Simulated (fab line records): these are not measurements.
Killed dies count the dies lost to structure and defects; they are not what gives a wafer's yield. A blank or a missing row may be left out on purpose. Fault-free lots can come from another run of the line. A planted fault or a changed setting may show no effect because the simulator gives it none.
Split-lot experiment / flow n5-finfet / 21 wafers read across 7 lots, on a route 1938 steps long

## ON THE SPLIT
At N5_BEOL_M9_ETCH_66 (etches SOC in N2/H2, target depth 80 nm, overetch 16 nm, time 120 s), the setting bias-w was moved away from the recipe's 150 W on 9 of the 21 wafers read, by -12.7% to +13.4%. This setting was run at the recipe's value on the other wafers.

The reading is taken at the split's own step.

## THE READING
rf-vpp-V, in V, at N5_BEOL_M9_ETCH_66 (etches SOC in N2/H2, target depth 80 nm, overetch 16 nm, time 120 s). On this fab line, fault-free wafers typically give 524.3 V with a standard deviation of 2.7 V.

wafer=L075.2; tool, chamber at the split=rie-diel-03, 0; bias-w as run, W=150; against the recipe=recipe; rf-vpp-V, V=521.9; against lot-mates on the recipe=-
wafer=L075.4; tool, chamber at the split=rie-diel-03, 2; bias-w as run, W=150; against the recipe=recipe; rf-vpp-V, V=523.5; against lot-mates on the recipe=-
wafer=L075.5; tool, chamber at the split=rie-diel-03, 1; bias-w as run, W=137.9; against the recipe=-8.1%; rf-vpp-V, V=498.2; against lot-mates on the recipe=-24.5
wafer=L081.4; tool, chamber at the split=rie-diel-04, 0; bias-w as run, W=170.1; against the recipe=+13.4%; rf-vpp-V, V=570.0; against lot-mates on the recipe=+47.9
wafer=L081.5; tool, chamber at the split=rie-diel-04, 3; bias-w as run, W=150; against the recipe=recipe; rf-vpp-V, V=519.1; against lot-mates on the recipe=-
wafer=L081.6; tool, chamber at the split=rie-diel-04, 1; bias-w as run, W=150; against the recipe=recipe; rf-vpp-V, V=525.1; against lot-mates on the recipe=-
wafer=L082.2; tool, chamber at the split=rie-diel-04, 0; bias-w as run, W=150; against the recipe=recipe; rf-vpp-V, V=526.2; against lot-mates on the recipe=-
wafer=L082.3; tool, chamber at the split=rie-diel-04, 2; bias-w as run, W=150; against the recipe=recipe; rf-vpp-V, V=522.8; against lot-mates on the recipe=-
wafer=L082.6; tool, chamber at the split=rie-diel-04, 1; bias-w as run, W=157; against the recipe=+4.7%; rf-vpp-V, V=541.0; against lot-mates on the recipe=+16.5
wafer=L088.2; tool, chamber at the split=rie-diel-03, 1; bias-w as run, W=130.9; against the recipe=-12.7%; rf-vpp-V, V=482.8; against lot-mates on the recipe=-42.0
wafer=L088.5; tool, chamber at the split=rie-diel-03, 0; bias-w as run, W=130.9; against the recipe=-12.7%; rf-vpp-V, V=478.0; against lot-mates on the recipe=-46.8
wafer=L088.6; tool, chamber at the split=rie-diel-03, 1; bias-w as run, W=150; against the recipe=recipe; rf-vpp-V, V=524.8; against lot-mates on the recipe=-
wafer=L085.1; tool, chamber at the split=rie-diel-01, 3; bias-w as run, W=150; against the recipe=recipe; rf-vpp-V, V=519.9; against lot-mates on the recipe=-
wafer=L085.2; tool, chamber at the split=rie-diel-01, 1; bias-w as run, W=167.5; against the recipe=+11.7%; rf-vpp-V, V=563.3; against lot-mates on the recipe=+43.4
wafer=L085.5; tool, chamber at the split=rie-diel-01, 1; bias-w as run, W=167.5; against the recipe=+11.7%; rf-vpp-V, V=563.3; against lot-mates on the recipe=+43.4
wafer=L093.2; tool, chamber at the split=rie-diel-01, 1; bias-w as run, W=150; against the recipe=recipe; rf-vpp-V, V=526.1; against lot-mates on the recipe=-
wafer=L093.4; tool, chamber at the split=rie-diel-01, 0; bias-w as run, W=150; against the recipe=recipe; rf-vpp-V, V=527.8; against lot-mates on the recipe=-
wafer=L093.6; tool, chamber at the split=rie-diel-01, 2; bias-w as run, W=150; against the recipe=recipe; rf-vpp-V, V=522.6; against lot-mates on the recipe=-
wafer=L095.1; tool, chamber at the split=rie-diel-03, 2; bias-w as run, W=134.4; against the recipe=-10.4%; rf-vpp-V, V=488.3; against lot-mates on the recipe=-38.4
wafer=L095.3; tool, chamber at the split=rie-diel-03, 3; bias-w as run, W=134.4; against the recipe=-10.4%; rf-vpp-V, V=491.4; against lot-mates on the recipe=-35.3
wafer=L095.4; tool, chamber at the split=rie-diel-03, 1; bias-w as run, W=150; against the recipe=recipe; rf-vpp-V, V=526.7; against lot-mates on the recipe=-

THE FIT
A straight line over all 21 wafers: rf-vpp-V changes by +3.38 V for each +1% of bias-w; r = +1.00; the points scatter about the line by 2.3 V.
The same after taking each lot's own level away (the mean of its wafers on the recipe; 21 wafers): +3.55 V for each +1%; r = +1.00; scatter 2 V.
That fit puts the effect of the largest move of bias-w on the reading at 48 V.
The span of the lots' own levels, 519.90 to 526.70 V, comes to 2.5 times the standard deviation stated above.
The two slopes agree, so the slope changes little with the lot-to-lot level.
Check: for one of the wafers moved furthest among these (+13.4%), held out of the fit, the line's prediction against its lot-mates is +48.1 V. Against them it came out at +47.9 V.
Tool readings at the split's step, against how far the setting was moved: rf-vpp-V r = +1.00.

## OTHER SPLITS APPLIED TO THESE WAFERS
These wafers also went through other splits before the reading. Each is held against what the fit with the lots' levels taken away leaves over:
other split on the same wafers=N5_BEOL_M9_EXPOSE_25 dose-mj; wafers away from the commonest value=7; r with rf-vpp-V (lot level and that fit taken away)=-0.32

## THE WHOLE CHAIN: every reading that the file lists as answering this split, in the file's order
step=N5_BEOL_M9_ETCH_66; what it does=etches SOC in N2/H2, target depth 80 nm, overetch 16 nm, time 120 s; reading=rf-vpp-V; change (the file's fit)=+3.52 V for each +1% of the setting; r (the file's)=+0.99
step=N5_BEOL_M9_ETCH_66; what it does=etches SOC in N2/H2, target depth 80 nm, overetch 16 nm, time 120 s; reading=SiARC_of_BEOL_M9_COAT_64.thk-nm (the simulator's own value, which no gauge read); change (the file's fit)=-0.0675 nm for each +1% of the setting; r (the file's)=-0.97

## THE FILE'S OWN FIT
rf-vpp-V changes by +3.52 V for each +1% of bias-w, r = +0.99.
